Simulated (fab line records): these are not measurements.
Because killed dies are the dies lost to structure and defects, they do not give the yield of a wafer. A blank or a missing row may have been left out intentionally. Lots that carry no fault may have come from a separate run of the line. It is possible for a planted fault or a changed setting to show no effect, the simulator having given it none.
fab line records -- flow nand-harc -- part 2 of 2: steps 5 to 6 of 6
[record] lots = 23, wafers = 69, last-day = 34
route steps=1302 shown A_CONTACT@1081 A_BLC@1125
lots that met no fault: taken from a fault-free run of the same line
start-h: start of the lot's first displayed wafer, in hours after the record's first day -- wait-h: hours elapsed since this lot's preceding step -- " unchanged from the row above -- L1.1+2: a single row standing in for several wafers -- - no value, or no start was given -- * or withheld: withheld -- < > ~ a bound
route shown NAME@n: NAME is a module with steps in the file, n the number in the route of the first one -- usual: mean/standard deviation taken from wafers without a fault -- same: alike in all rows -- chamber/n: place in a boat -- sites: the reading at each site -- _std_site: how widely they spread, as a standard deviation -- _edge_site: outer sites' mean less inner sites' -- radius-mm: for every site, how far away it sits from the centre of the wafer -- mask NAME#n: copy n -- behind: tool/chamber where the wafer was last shaped -- hold: the reason the lot was held/the length of the hold in hours/how it ended -- device: names the non-switching transistor (n, p or np) -- end of line: at the end of the route, the tests of the same wafers -- a step without rows: its recipe alone -- killed: at the first sort, the dies lost to defects and structure; wafer yield is something else -- map: a wafer's dies, marking killed ones x, the rest . and places with no die _
set.NAME: the setting the step ran with; set.NAME@STEP: the setting that earlier step ran with -- model.NAME: the simulator's own value behind a step, which no gauge read
a sample of lots followed through the steps of the route, with each step as a table and each wafer as a row
services: when a tool's chamber went out of use (start-h, in hours from the record's first day, below 0 if earlier), for how many hours, and the reason
[[steps]]
[step NHARC_A_CONTACT_ALD_18]
[recipe] target-thk-a = 30, pulse-time-s = 1, ald-cycles = 150, temp-c = 450, material = TiN
[usual] heater-power-w = 1075/120, precursor-pulse-height-rel = 1.001/0.021
lot.wafer,tool,chamber,start-h,wait-h,heater-power-w,precursor-pulse-height-rel
L074.4,ald-metal-02,3,530.08,-,1080,1.007
L074.2,ald-metal-02,1,530.08,-,1087,0.971
L074.1,ald-metal-02,2,530.08,-,1188,1.010
L075.4,ald-metal-04,2,531.55,-,1212,1.017
L075.6,ald-metal-04,0,531.55,-,902,1.019
L075.5,ald-metal-04,1,531.55,-,1035,1.054
L076.4,ald-metal-01,2,540.12,-,1179,1.027
L076.3,ald-metal-01,0,540.12,-,1311,0.965
L076.5,ald-metal-01,1,540.12,-,1064,1.011
L079.2,ald-metal-01,3,560.87,-,992,0.997
L079.4,ald-metal-01,1,560.87,-,1036,0.953
L079.6,ald-metal-01,0,560.87,-,1292,1.005
L078.3,ald-metal-02,0,564.60,-,935,1.007
L078.6,ald-metal-02,0,564.60,-,964,1.005
L078.5,ald-metal-02,1,564.60,-,1117,0.993
L077.1,ald-metal-01,3,565.24,-,1006,0.999
L077.3,ald-metal-01,0,565.24,-,1314,1.007
L077.5,ald-metal-01,2,565.24,-,1153,1.011
L081.4,ald-metal-01,0,590.44,-,1300,1.015
L081.2,ald-metal-01,1,590.44,-,1083,1.026
L081.1,ald-metal-01,2,590.44,-,1176,0.987
L080.4,ald-metal-04,2,591.97,-,1261,0.984
L080.5,ald-metal-04,3,591.97,-,1069,1.014
L080.6,ald-metal-04,0,591.97,-,870,1.016
L082.1,ald-metal-02,1,596.13,-,1123,1.009
L082.3,ald-metal-02,2,596.13,-,1152,0.984
L082.5,ald-metal-02,3,596.13,-,1077,0.977
L086.2,ald-metal-04,3,637.70,-,1045,1.007
L086.1,ald-metal-04,0,637.70,-,903,1.012
L086.6,ald-metal-04,2,637.70,-,1218,0.991
L087.2,ald-metal-01,3,644.16,-,1044,1.014
L087.4,ald-metal-01,0,644.16,-,1337,0.991
L087.1,ald-metal-01,2,644.16,-,1194,1.033
L085.3,ald-metal-04,0,646.90,-,919,1.027
L085.6,ald-metal-04,1,646.90,-,1000,0.988
L085.5,ald-metal-04,2,646.90,-,1220,1.036
L084.2,ald-metal-01,0,656.19,-,1321,0.997
L084.4,ald-metal-01,2,656.19,-,1212,1.006
L084.6,ald-metal-01,0,656.19,-,1338,1.016
L091.1,ald-metal-02,3,662.46,-,1064,1.031
L091.4,ald-metal-02,0,662.46,-,906,0.995
L091.2,ald-metal-02,1,662.46,-,1110,1.010
L089.1,ald-metal-04,1,663.57,-,992,0.955
L089.4,ald-metal-04,2,663.57,-,1183,0.996
L089.2,ald-metal-04,3,663.57,-,976,1.004
L088.2,ald-metal-04,3,666.93,-,975,1.039
L088.5,ald-metal-04,3,666.93,-,973,1.000
L088.6,ald-metal-04,0,666.93,-,883,1.027
L090.3,ald-metal-02,2,672.43,-,1158,0.983
L090.5,ald-metal-02,1,672.43,-,1115,0.971
L090.6,ald-metal-02,2,672.43,-,1144,0.994
L093.4,ald-metal-04,2,696.62,-,1199,0.984
L093.5,ald-metal-04,0,696.62,-,894,0.982
L093.6,ald-metal-04,1,696.62,-,977,0.999
L092.1,ald-metal-02,0,699.01,-,909,0.976
L092.2,ald-metal-02,1,699.01,-,1129,1.008
L092.3,ald-metal-02,2,699.01,-,1164,1.000
L094.3,ald-metal-04,0,724.23,-,874,0.991
L094.6,ald-metal-04,1,724.23,-,981,0.943
L094.5,ald-metal-04,2,724.23,-,1199,0.994
L096.2,ald-metal-04,2,745.96,-,1191,0.997
L096.1,ald-metal-04,0,745.96,-,898,1.014
L096.6,ald-metal-04,2,745.96,-,1201,1.003
L097.3,ald-metal-02,0,750.32,-,898,0.951
L097.5,ald-metal-02,3,750.32,-,1075,1.008
L097.4,ald-metal-02,0,750.32,-,934,0.987
L095.2,ald-metal-04,1,750.69,-,998,1.015
L095.1,ald-metal-04,0,750.69,-,888,1.019
L095.6,ald-metal-04,1,750.69,-,1004,0.996
[step NHARC_A_BLC_STRIP_29]
[recipe] cf4-flow-sccm = 150, ar-flow-sccm = 0, bias-w = 0, chemistry = CF4
[usual] drypump-motor-current-A = 5.6/0.43, oes-product-au = 0.998/0.01, rf-vpp-V = 59.4/0.91, showerhead-plenum-p-Torr = 1.78/0.071, throttle-valve-pct = 13.283/0.009
lot.wafer,tool,chamber,start-h,wait-h,drypump-motor-current-A,oes-product-au,rf-hours-counter-h,rf-vpp-V,showerhead-plenum-p-Torr,throttle-valve-pct
L074.2,rie-diel-03,1,534.16,0.1,6.1,1.009,6,58.5,1.72,13.285
L074.1,rie-diel-03,2,534.16,0.1,6.3,0.998,6,60.0,1.69,13.281
L074.4,rie-diel-03,0,534.16,0.1,5.4,0.989,5,60.0,1.80,13.295
L075.4,rie-diel-03,3,534.78,0.1,5.7,0.999,6,60.7,1.82,13.274
L075.5,rie-diel-03,0,534.78,0.1,5.4,0.978,-,59.6,1.80,13.280
L075.6,rie-diel-03,1,534.78,0.1,6.1,1.005,-,60.1,1.72,13.291
L076.4,rie-diel-12,0,544.00,0.1,5.1,0.997,4,59.1,1.79,13.279
L076.3,rie-diel-12,2,544.00,0.1,5.0,1.011,7,58.6,1.69,13.285
L076.5,rie-diel-12,0,544.00,0.1,5.1,1.005,-,59.2,1.79,13.283
L079.4,rie-diel-03,2,564.19,0.1,6.3,0.999,9,59.9,1.69,13.270
L079.2,rie-diel-03,3,564.19,0.1,5.6,1.009,8,61.6,1.82,13.275
L079.6,rie-diel-03,1,564.19,0.1,6.1,0.993,-,59.0,1.72,13.285
L078.3,rie-diel-12,2,567.75,0.1,5.0,0.996,8,58.5,1.69,13.258
L078.6,rie-diel-12,3,567.75,0.1,5.5,1.005,-,59.5,1.89,13.285
L078.5,rie-diel-12,0,567.75,0.1,5.1,0.997,-,60.9,1.79,13.283
L077.1,rie-diel-03,3,568.62,0.1,5.7,1.008,8,59.2,1.82,13.278
L077.3,rie-diel-03,0,568.62,0.1,5.5,0.988,8,59.6,1.80,13.297
L077.5,rie-diel-03,1,568.62,0.1,6.1,1.001,-,59.1,1.72,13.273
L081.1,rie-diel-03,1,593.72,0.1,6.1,1.009,9,57.8,1.72,13.284
L081.2,rie-diel-03,2,593.72,0.1,6.4,0.994,10,58.5,1.69,13.282
L081.4,rie-diel-03,3,593.72,0.1,5.7,1.011,9,60.8,1.82,13.265
L080.4,rie-diel-03,2,595.14,0.1,6.3,0.999,10,58.4,1.69,13.276
L080.5,rie-diel-03,1,595.14,0.1,6.1,1.015,-,59.2,1.72,13.296
L080.6,rie-diel-03,2,595.14,0.1,6.3,0.997,-,60.1,1.69,13.272
L082.1,rie-diel-03,3,599.32,0.1,5.7,1.009,9,58.7,1.82,13.285
L082.3,rie-diel-03,2,599.32,0.1,6.3,0.999,10,58.7,1.69,13.284
L082.5,rie-diel-03,0,599.32,0.1,5.4,0.990,-,59.0,1.80,13.293
L086.1,rie-diel-12,0,640.80,0.1,5.1,1.005,0,58.2,1.79,13.275
L086.2,rie-diel-12,2,640.80,0.1,5.0,0.999,0,58.8,1.69,13.266
L086.6,rie-diel-12,1,640.80,0.1,5.3,1.021,-,59.9,1.79,13.288
L087.4,rie-diel-03,2,647.48,0.1,6.4,1.007,1,56.8,1.69,13.277
L087.1,rie-diel-03,0,647.48,0.1,5.5,1.000,0,58.4,1.80,13.283
L087.2,rie-diel-03,1,647.48,0.1,6.1,0.999,1,59.3,1.72,13.287
L085.3,rie-diel-12,3,650.27,0.1,5.5,1.002,2,58.6,1.89,13.285
L085.6,rie-diel-12,1,650.27,0.1,5.3,1.006,-,58.9,1.79,13.278
L085.5,rie-diel-12,2,650.27,0.1,5.1,1.002,-,60.1,1.69,13.288
L084.2,rie-diel-12,1,659.44,0.1,5.3,1.011,2,59.4,1.79,13.277
L084.6,rie-diel-12,3,659.44,0.1,5.5,0.998,-,60.4,1.89,13.300
L084.4,rie-diel-12,2,659.44,0.1,5.0,1.013,-,58.7,1.69,13.264
L091.2,rie-diel-12,3,665.84,0.1,5.5,0.992,3,60.0,1.89,13.293
L091.1,rie-diel-12,0,665.84,0.1,5.1,1.011,0,59.9,1.79,13.288
L091.4,rie-diel-12,2,665.84,0.1,5.1,1.008,3,59.1,1.69,13.270
L089.4,rie-diel-12,2,666.82,0.1,5.0,1.007,3,58.7,1.69,13.290
L089.2,rie-diel-12,3,666.82,0.1,5.5,1.010,3,60.1,1.89,13.285
L089.1,rie-diel-12,1,666.82,0.1,5.3,1.001,3,58.6,1.79,13.289
L088.2,rie-diel-07,3,670.17,0.1,5.5,0.991,1,59.1,1.68,13.298
L088.6,rie-diel-07,1,670.17,0.1,5.3,1.002,-,58.5,1.80,13.264
L088.5,rie-diel-07,2,670.17,0.1,6.1,0.998,-,60.1,1.88,13.265
L090.3,rie-diel-03,1,675.64,0.1,6.1,0.992,3,58.2,1.71,13.281
L090.6,rie-diel-03,0,675.64,0.1,5.5,1.001,-,60.2,1.80,13.290
L090.5,rie-diel-03,1,675.64,0.1,6.1,0.982,-,58.7,1.72,13.276
L093.4,rie-diel-12,2,699.72,0.1,5.0,1.001,6,60.0,1.69,13.273
L093.6,rie-diel-12,3,699.72,0.1,5.5,1.001,-,58.8,1.89,13.279
L093.5,rie-diel-12,0,699.72,0.1,5.1,0.991,-,59.6,1.79,13.292
L092.3,rie-diel-07,3,702.11,0.1,5.4,0.984,13,58.2,1.67,13.285
L092.2,rie-diel-07,0,702.11,0.1,6.0,0.979,15,58.4,1.90,13.288
L092.1,rie-diel-07,1,702.11,0.1,5.3,0.984,14,60.4,1.80,13.264
L094.3,rie-diel-03,1,727.31,0.1,6.1,0.988,6,59.1,1.71,13.281
L094.5,rie-diel-03,2,727.31,0.1,6.4,0.989,-,58.9,1.69,13.301
L094.6,rie-diel-03,3,727.31,0.1,5.7,0.998,-,58.7,1.81,13.284
L096.2,rie-diel-12,2,749.18,0.1,5.0,1.004,9,58.2,1.69,13.285
L096.1,rie-diel-12,3,749.18,0.1,5.5,0.997,8,61.4,1.89,13.278
L096.6,rie-diel-12,0,749.18,0.1,5.1,1.004,-,59.7,1.79,13.306
L097.3,rie-diel-07,0,753.45,0.1,6.0,0.973,31,58.3,1.90,13.287
L097.4,rie-diel-07,2,753.45,0.1,6.1,0.993,28,60.9,1.87,13.286
L097.5,rie-diel-07,1,753.45,0.1,5.3,0.994,-,60.4,1.79,13.291
L095.2,rie-diel-03,1,754.08,0.1,6.1,0.973,9,58.7,1.71,13.285
L095.1,rie-diel-03,0,754.08,0.1,5.5,0.995,9,59.9,1.80,13.295
L095.6,rie-diel-03,1,754.08,0.1,6.1,0.979,-,59.5,1.71,13.288
[[services]]
tool,chamber,start-h,hours,kind
rie-diel-01,1,517.85,3.1,repair
ald-metal-04,1,526.23,4.7,repair
rie-diel-08,-,546.81,9.0,pm
rie-diel-01,-,558.77,9.0,pm
rie-diel-08,1,569.81,4.9,repair
rie-diel-08,2,575.61,5.2,repair
rie-diel-08,3,575.88,4.1,repair
rie-diel-03,-,590.52,2.5,repair
rie-diel-01,2,593.29,2.6,repair
rie-diel-10,-,597.36,9.0,pm
rie-diel-03,1,613.66,9.7,repair
rie-diel-10,0,621.08,12.0,repair
rie-diel-03,-,635.55,9.0,pm
ald-metal-04,-,652.00,10.0,pm
rie-diel-08,3,662.06,35.3,repair
rie-diel-08,-,680.68,0.2,repair
rie-diel-01,-,692.11,1.1,repair
rie-diel-01,0,697.42,8.1,repair
rie-diel-01,-,702.43,0.4,repair
rie-diel-08,2,711.66,2.6,repair
rie-diel-08,-,723.84,9.0,pm
rie-diel-01,-,735.77,9.0,pm
rie-diel-08,3,752.34,5.4,repair
rie-diel-08,1,753.99,2.1,repair
